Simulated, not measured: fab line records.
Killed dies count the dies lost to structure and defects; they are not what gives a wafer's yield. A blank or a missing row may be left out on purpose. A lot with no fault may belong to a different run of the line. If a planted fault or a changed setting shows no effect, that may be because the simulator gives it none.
Which tool is to blame?    flow nand-harc    24 lots with 72 wafers sampled at 5 steps, on a route of 1302 steps

WHAT THE GAUGES READ, wafer by wafer
NHARC_A_CHANNEL_FILL_D2_THK_MEAS_06: measures by ellipsometry.
lot   measured      on             thk-nm (nm)
L074  day 15 07:07  film-metro-01  4.4 6.7 6.4
L075  day 15 15:00  film-metro-01  3.4 6.2 4.8
L077  day 15 18:47  film-metro-02  4.0 4.7 4.3
L076  day 15 18:48  film-metro-01  3.3 5.0 5.2
L078  day 17 00:22  film-metro-01  3.9 4.5 6.0
L079  day 17 13:28  film-metro-01  5.5 5.5 4.9
L081  day 18 04:56  film-metro-02  5.0 3.1 5.3
L080  day 18 09:35  film-metro-02  5.8 5.1 4.1
L082  day 18 21:11  film-metro-02  3.8 3.8 6.2
L085  day 19 06:06  film-metro-01  7.0 5.5 5.1
L083  day 19 06:06  film-metro-02  6.8 2.9 5.7
L084  day 19 06:07  film-metro-02  3.9 5.3 6.6
L087  day 20 09:59  film-metro-01  6.5 3.4 6.2
L086  day 20 09:59  film-metro-02  4.7 6.3 2.8
L089  day 20 15:26  film-metro-02  4.4 6.0 4.8
L088  day 20 15:28  film-metro-01  4.1 2.7 6.3
L090  day 21 15:23  film-metro-01  3.5 3.5 4.7
L092  day 22 11:38  film-metro-01  2.6 5.3 4.7
L093  day 22 11:39  film-metro-01  5.5 4.1 5.4
L091  day 22 11:38  film-metro-02  5.3 7.1 5.4
L094  day 23 04:10  film-metro-01  4.3 5.2 4.4
L095  day 24 04:20  film-metro-01  4.6 2.7 3.7
L096  day 24 04:20  film-metro-02  5.4 5.2 5.4
L097  day 24 13:52  film-metro-02  5.4 4.2 4.7

NHARC_A_CHANNEL_FILL_D2_INSPECT_13.
lot   measured      on                 raw-defect-count
L074  day 15 19:01  defect-inspect-02  335 326 331
L075  day 16 03:07  defect-inspect-02  434 368 455
L077  day 16 06:41  defect-inspect-02  250 333 356
L076  day 16 10:28  defect-inspect-02  265 266 301
L078  day 17 12:20  defect-inspect-02  682 477 648
L079  day 18 01:28  defect-inspect-02  595 395 615
L081  day 18 16:55  defect-inspect-01  515 452 298
L080  day 18 21:49  defect-inspect-01  422 488 439
L082  day 19 09:13  defect-inspect-02  299 270 354
L085  day 19 18:15  defect-inspect-02  560 474 362
L083  day 19 18:10  defect-inspect-02  272 399 379
L084  day 19 18:05  defect-inspect-01  222 232 252
L087  day 20 22:15  defect-inspect-01  474 422 316
L086  day 20 22:09  defect-inspect-02  421 402 465
L089  day 21 03:28  defect-inspect-01  222 404 356
L088  day 21 03:33  defect-inspect-02  341 295 342
L090  day 22 03:19  defect-inspect-01  121 347 146
L092  day 22 23:50  defect-inspect-01  458 491 400
L093  day 22 23:32  defect-inspect-01  181 311 293
L091  day 22 23:42  defect-inspect-02  357 405 604
L094  day 23 16:11  defect-inspect-02  318 285 316
L095  day 24 16:23  defect-inspect-01  215 329 266
L096  day 24 16:23  defect-inspect-02  516 623 388
L097  day 25 01:47  defect-inspect-01  241 199 227

EACH LOT AND THE TOOL THAT RAN IT (in order: tool; ch and the chambers of the sampled wafers; start)
lot   NHARC_A_CHANNEL_HOLE_D2_ETCH_23   NHARC_A_CHANNEL_FILL_D2_ETCHBACK_20  NHARC_A_CHANNEL_FILL_D2_CMP_10
L074  har-etch-01 ch 0,1, day 13 12:59  rie-diel-02 ch 0,1,2, day 14 19:47   cmp-03 ch 0,2,3, day 15 18:26
L075  har-etch-01 ch 0,1, day 13 21:02  rie-diel-02 ch 0,2,3, day 15 01:49   cmp-03 ch 0,1,2, day 16 02:34
L077  har-etch-02 ch 0,1, day 14 03:01  rie-diel-01 ch 0,2,3, day 15 07:26   cmp-03 ch 1,2, day 16 06:04
L076  har-etch-01 ch 0,1, day 14 05:16  rie-diel-02 ch 0,2,3, day 15 07:26   cmp-02 ch 1,3, day 16 09:52
L078  har-etch-02 ch 0,1, day 15 06:45  rie-diel-04 ch 0,1,2, day 16 12:34   cmp-01 ch 0,3, day 17 11:43
L079  har-etch-02 ch 0,1, day 15 19:04  rie-diel-02 ch 0,1, day 17 00:29     cmp-03 ch 2,3, day 18 00:51
L081  har-etch-01 ch 1, day 16 11:07    rie-diel-01 ch 1,2,3, day 17 16:59   cmp-03 ch 0,1, day 18 16:17
L080  har-etch-02 ch 0,1, day 16 14:10  rie-diel-02 ch 1,2,3, day 17 21:08   cmp-01 ch 1,2,3, day 18 21:08
L082  har-etch-01 ch 0,1, day 17 04:33  rie-diel-04 ch 1,2, day 18 09:18     cmp-03 ch 0,1,3, day 19 08:39
L085  har-etch-02 ch 0,1, day 17 11:40  rie-diel-04 ch 0,1,3, day 18 18:28   cmp-03 ch 1,2, day 19 17:28
L083  har-etch-01 ch 1, day 17 12:32    rie-diel-01 ch 1,2,3, day 18 18:27   cmp-02 ch 1,2, day 19 17:29
L084  har-etch-02 ch 0,1, day 17 15:42  rie-diel-02 ch 0,3, day 18 18:32     cmp-01 ch 0,1,3, day 19 17:31
L087  har-etch-02 ch 0,1, day 18 13:16  rie-diel-02 ch 0,2, day 19 22:40     cmp-02 ch 0,2,3, day 20 21:16
L086  har-etch-02 ch 0,1, day 18 17:38  rie-diel-01 ch 0,1,2, day 19 22:41   cmp-01 ch 0,1,2, day 20 21:16
L089  har-etch-02 ch 0,1, day 18 23:22  rie-diel-02 ch 0,1, day 20 03:37     cmp-02 ch 1,2,3, day 21 02:52
L088  har-etch-01 ch 0,1, day 19 00:49  rie-diel-01 ch 0,1, day 20 03:37     cmp-03 ch 0,3, day 21 02:52
L090  har-etch-02 ch 0,1, day 19 21:43  rie-diel-01 ch 0,1,2, day 21 03:22   cmp-03 ch 1,2,3, day 22 02:43
L092  har-etch-02 ch 0,1, day 20 18:03  rie-diel-02 ch 0,2,3, day 21 23:46   cmp-02 ch 1,2,3, day 22 23:01
L093  har-etch-02 ch 0,1, day 20 22:13  rie-diel-02 ch 1,2,3, day 22 02:27   cmp-01 ch 0,1,2, day 22 22:56
L091  har-etch-01 ch 0,1, day 20 22:36  rie-diel-01 ch 1,2, day 22 02:28     cmp-03 ch 0,3, day 22 22:55
L094  har-etch-01 ch 0,1, day 21 10:01  rie-diel-02 ch 1,2,3, day 22 14:32   cmp-03 ch 1,3, day 23 15:34
L095  har-etch-02 ch 0, day 22 09:16    rie-diel-01 ch 0,2,3, day 23 15:35   cmp-01 ch 0,2,3, day 24 15:49
L096  har-etch-01 ch 0,1, day 22 09:38  rie-diel-02 ch 0,1, day 23 15:36     cmp-03 ch 0,2,3, day 24 15:51
L097  har-etch-02 ch 0,1, day 22 19:56  rie-diel-01 ch 0,1,2, day 24 01:47   cmp-01 ch 1,2,3, day 25 01:11
- NHARC_A_CHANNEL_HOLE_D2_ETCH_23: etches the open film in C4F8/O2/Ar, time 819 s, target depth 1600 nm.
- NHARC_A_CHANNEL_FILL_D2_ETCHBACK_20: etches the open film in C4F8/O2/Ar, target depth 27 nm, time 13.5 s.
- NHARC_A_CHANNEL_FILL_D2_CMP_10: polishes, target thk 150 nm.

AS READ BY THE TOOLS THEMSELVES (means over the sampled wafers that have a number; for cases with no such wafer, the mark the record gives instead)
NHARC_A_CHANNEL_HOLE_D2_ETCH_23.
lot   tool         drypump-motor-current-A (A)  showerhead-plenum-p-Torr (Torr)  throttle-valve-pct (%)
L074  har-etch-01  5.4                          3.66                             32.164
L075  har-etch-01  5.4                          3.66                             32.156
L077  har-etch-02  5.6                          3.53                             32.155
L076  har-etch-01  5.4                          3.63                             32.163
L078  har-etch-02  5.7                          3.52                             32.162
L079  har-etch-02  5.9                          3.59                             32.152
L081  har-etch-01  5.4                          3.67                             32.161
L080  har-etch-02  5.7                          3.51                             32.154
L082  har-etch-01  5.4                          3.61                             32.159
L085  har-etch-02  5.9                          3.75                             32.155
L083  har-etch-01  5.4                          3.66                             32.165
L084  har-etch-02  5.6                          3.84                             32.151
L087  har-etch-02  5.9                          3.74                             32.157
L086  har-etch-02  5.6                          3.83                             32.152
L089  har-etch-02  5.9                          3.74                             32.151
L088  har-etch-01  5.4                          3.62                             32.160
L090  har-etch-02  5.6                          3.82                             32.152
L092  har-etch-02  5.9                          3.73                             32.148
L093  har-etch-02  5.9                          3.73                             32.161
L091  har-etch-01  5.4                          3.60                             32.163
L094  har-etch-01  5.4                          3.60                             32.148
L095  har-etch-02  6.1                          3.63                             32.156
L096  har-etch-01  5.4                          3.60                             32.148
L097  har-etch-02  5.9                          3.71                             32.153

NHARC_A_CHANNEL_FILL_D2_ETCHBACK_20.
lot   tool         oes-product-au (a.u.)  rf-vpp-V (V)
L074  rie-diel-02  0.965                  979
L075  rie-diel-02  1.004                  981
L077  rie-diel-01  0.964                  974
L076  rie-diel-02  1.000                  982
L078  rie-diel-04  1.005                  983
L079  rie-diel-02  0.986                  977
L081  rie-diel-01  1.000                  974
L080  rie-diel-02  1.002                  978
L082  rie-diel-04  1.010                  980
L085  rie-diel-04  1.009                  981
L083  rie-diel-01  0.995                  975
L084  rie-diel-02  1.023                  981
L087  rie-diel-02  0.932                  983
L086  rie-diel-01  0.998                  971
L089  rie-diel-02  0.982                  979
L088  rie-diel-01  0.995                  972
L090  rie-diel-01  1.001                  971
L092  rie-diel-02  0.980                  982
L093  rie-diel-02  0.991                  978
L091  rie-diel-01  1.006                  971
L094  rie-diel-02  1.003                  978
L095  rie-diel-01  0.993                  974
L096  rie-diel-02  0.996                  980
L097  rie-diel-01  1.002                  972

NHARC_A_CHANNEL_FILL_D2_CMP_10.
lot   tool    motor-current-A (A)  slurry-flow-ml-min  time-to-endpoint-s (s)
L074  cmp-03  12.8                 150.1               14.7
L075  cmp-03  12.9                 150.1               13.6
L077  cmp-03  12.5                 149.5               11.9
L076  cmp-02  10.6                 149.8               12.7
L078  cmp-01  11.6                 150.6               15.9
L079  cmp-03  12.2                 150.2               16.7
L081  cmp-03  12.5                 149.9               13.4
L080  cmp-01  12.8                 149.9               12.9
L082  cmp-03  12.3                 150.3               16.4
L085  cmp-03  12.8                 150.1               10.3
L083  cmp-02  11.9                 149.9               12.6
L084  cmp-01  12.3                 149.9               14.7
L087  cmp-02  11.2                 150.5               11.9
L086  cmp-01  12.4                 149.9               15.1
L089  cmp-02  11.2                 149.9               13.8
L088  cmp-03  12.5                 150.1               13.5
L090  cmp-03  12.1                 149.7               14.3
L092  cmp-02  11.5                 149.7               12.9
L093  cmp-01  12.3                 150.4               14.6
L091  cmp-03  12.4                 150.4               17.3
L094  cmp-03  12.3                 150.1               14.9
L095  cmp-01  11.9                 149.8               15.2
L096  cmp-03  12.6                 149.9               14.4
L097  cmp-01  12.2                 149.9               14.3

THE ANSWER, worked out from the rows above alone
Rule: the usual values come from the lots themselves. The widest of any qualifying gaps counts: lots, ordered by their means at a reading, are off when they make up no more than a third of the lots, leave a main group of 4 or more, and stand apart from it by 3 or more times the standard deviation of that group's means. A main group whose means are all the same, to the digits that the tables above print for the reading, isn't used. A lot without any number at a reading at which 4 lots or more have one is off too. Where the step has rows for the other lots, those lots are counted as sound. The gauges are gone through in route order, then the tools' own readings, and for those a lot's mean is taken as printed above. The first step at which some lot is off is used, and at that step the reading that is off furthest; a lot without a number counts as furthest.
Across all readings shown, no lot is off: no conclusion can be drawn from this.

WHAT HAD BEEN PUT IN BY THE SIMULATOR
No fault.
